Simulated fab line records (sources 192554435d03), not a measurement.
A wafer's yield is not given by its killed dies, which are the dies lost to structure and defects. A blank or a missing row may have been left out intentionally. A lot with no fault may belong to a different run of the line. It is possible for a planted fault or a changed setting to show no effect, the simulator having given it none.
Matching of chambers || flow n5_finfet || rie_diel-03 running N5_BEOL_M15_DESCUM_15: 4 sister chambers
The step chemistry O2, time 7.9 s. 8 wafers are shown with their chamber, then 8 later ones without.

== WAFERS WITH THEIR CHAMBER ==
{"wafer": "L078.6", "chamber": 0, "showerhead_plenum_p_Torr (Torr)": 1.99, "throttle_valve_pct (%)": 20.77}
{"wafer": "L082.5", "chamber": 3, "showerhead_plenum_p_Torr (Torr)": 2.13, "throttle_valve_pct (%)": 20.27}
{"wafer": "L083.3", "chamber": 3, "showerhead_plenum_p_Torr (Torr)": 2.13, "throttle_valve_pct (%)": 20.28}
{"wafer": "L083.4", "chamber": 1, "showerhead_plenum_p_Torr (Torr)": 2.12, "throttle_valve_pct (%)": 20.42}
{"wafer": "L085.1", "chamber": 1, "showerhead_plenum_p_Torr (Torr)": 2.12, "throttle_valve_pct (%)": 20.43}
{"wafer": "L085.3", "chamber": 0, "showerhead_plenum_p_Torr (Torr)": 1.99, "throttle_valve_pct (%)": 20.81}
{"wafer": "L085.6", "chamber": 2, "showerhead_plenum_p_Torr (Torr)": 2.05, "throttle_valve_pct (%)": 20.35}
{"wafer": "L088.1", "chamber": 2, "showerhead_plenum_p_Torr (Torr)": 2.04, "throttle_valve_pct (%)": 20.42}

== WAFERS WITHOUT THEIR CHAMBER ==
{"wafer": "L088.2", "showerhead_plenum_p_Torr (Torr)": 2.12, "throttle_valve_pct (%)": 20.41}
{"wafer": "L088.4", "showerhead_plenum_p_Torr (Torr)": 2.12, "throttle_valve_pct (%)": 20.32}
{"wafer": "L096.1", "showerhead_plenum_p_Torr (Torr)": 2.12, "throttle_valve_pct (%)": 20.32}
{"wafer": "L096.5", "showerhead_plenum_p_Torr (Torr)": 2.11, "throttle_valve_pct (%)": 20.43}
{"wafer": "L096.6", "showerhead_plenum_p_Torr (Torr)": 2.04, "throttle_valve_pct (%)": 20.45}
{"wafer": "L097.4", "showerhead_plenum_p_Torr (Torr)": 2.24, "throttle_valve_pct (%)": 20.48}
{"wafer": "L097.5", "showerhead_plenum_p_Torr (Torr)": 2.24, "throttle_valve_pct (%)": 20.48}
{"wafer": "L097.6", "showerhead_plenum_p_Torr (Torr)": 2.12, "throttle_valve_pct (%)": 20.35}

== CHAMBER TAKEN BY EACH ==
{"wafer": "L088.2", "from the rows above": 1, "in truth": 1}
{"wafer": "L088.4", "from the rows above": "can't be placed: 3 or 1", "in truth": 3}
{"wafer": "L096.1", "from the rows above": "can't be placed: 3 or 1", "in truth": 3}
{"wafer": "L096.5", "from the rows above": 1, "in truth": 1}
{"wafer": "L096.6", "from the rows above": 2, "in truth": 2}
{"wafer": "L097.4", "from the rows above": 3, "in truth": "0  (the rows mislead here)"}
{"wafer": "L097.5", "from the rows above": 3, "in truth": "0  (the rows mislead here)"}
{"wafer": "L097.6", "from the rows above": "can't be placed: 1 or 3", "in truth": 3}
3 of 8 placed correctly. From these rows, 3 cannot be placed; in 3 the true chamber is one of the candidates. Number placed wrongly: 2.
How it was worked out, from the rows above alone: a wafer's distance from a chamber is the root of the sum, over the readings, of the square of ((its reading less the chamber's mean) divided by the reading's scatter). The wafer belongs to the nearest chamber; if the next one is less than 2 further off, it can't be placed. A chamber's mean is the mean of its shown wafers. The scatter: take each reading less its chamber's mean, square it, sum over the shown wafers, divide by the number of wafers less the number of chambers, and take the root.
